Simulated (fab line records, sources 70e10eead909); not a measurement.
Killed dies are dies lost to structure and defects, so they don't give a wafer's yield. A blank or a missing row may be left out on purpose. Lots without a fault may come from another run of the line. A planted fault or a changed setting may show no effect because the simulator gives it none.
Which tool did it? | flow nand_harc | 6 lots, 18 wafers sampled, at 3 steps of a route of 1159

WHAT THE GAUGES READ, wafer by wafer
NHARC_A_ONON_D1_THK_MEAS_30: measures by ellipsometry.
lot  | measured     | on            | thk_nm (nm)
L758 | day 8 19:26  | film_metro-01 | 983 981 983
L761 | day 9 10:56  | film_metro-02 | 1007 1008 1008
L763 | day 10 00:52 | film_metro-02 | 998 998 995
L766 | day 10 08:37 | film_metro-02 | 1017 1016 1015
L768 | day 11 10:21 | film_metro-01 | 1005 1005 1004
L774 | day 12 15:21 | film_metro-02 | 1547 1002 1003

WHICH TOOL RAN EACH LOT (tool, then ch and the chambers of the sampled wafers, then the start)
lot  | NHARC_A_ZERO_WELL_ETCH_19          | NHARC_A_ONON_D1_DEP_28
L758 | rie_diel-03 ch 0,2,3, day 7 07:23  | pecvd_onon-01 ch 0, day 8 19:01
L761 | rie_diel-12 ch 0,1,2, day 7 22:10  | pecvd_onon-03 ch 0, day 9 10:23
L763 | rie_diel-03 ch 1,2, day 8 12:24    | pecvd_onon-04 ch 0, day 10 00:22
L766 | rie_diel-12 ch 0,1,3, day 8 20:34  | pecvd_onon-04 ch 0, day 10 08:08
L768 | rie_diel-12 ch 0,1,3, day 9 23:43  | pecvd_onon-01 ch 0, day 11 09:54
L774 | rie_diel-12 ch 1,2,3, day 10 23:26 | pecvd_onon-01 ch 0, day 12 14:51
- NHARC_A_ZERO_WELL_ETCH_19: etches the open film in N2/H2, target depth 80 nm, overetch 24 nm, time 87.88 s.
- NHARC_A_ONON_D1_DEP_28: target thk 1000 nm.

THE ANSWER, worked out from the rows above alone
Rule: what is usual is taken from the lots themselves. Put in order of their means at a reading, lots are off if they are a third of the lots or fewer, leave a main group of 4 or more, and stand apart from it by a gap of 3 or more times the standard deviation of the main group's means; of several such gaps the widest counts. A main group whose means are all the same, to the digits that the tables above print for the reading, isn't used. A lot without any number at a reading at which 4 lots or more have one is off too. The other lots that the step has rows for count as sound.
Off: L774, at NHARC_A_ONON_D1_THK_MEAS_30 (thk_nm). The main group: mean 1002 nm, standard deviation 11.
A tool fits if, at a process step before that reading, it ran every lot that is off, and no sound lot after the first of them. The gauges at NHARC_A_ONON_D1_THK_MEAS_30 are tried like those tools. Can't be told from this: 3 tools fit, rie_diel-12 at NHARC_A_ZERO_WELL_ETCH_19, pecvd_onon-01 at NHARC_A_ONON_D1_DEP_28, film_metro-02 at NHARC_A_ONON_D1_THK_MEAS_30.

WHAT THE SIMULATOR HAD PUT IN
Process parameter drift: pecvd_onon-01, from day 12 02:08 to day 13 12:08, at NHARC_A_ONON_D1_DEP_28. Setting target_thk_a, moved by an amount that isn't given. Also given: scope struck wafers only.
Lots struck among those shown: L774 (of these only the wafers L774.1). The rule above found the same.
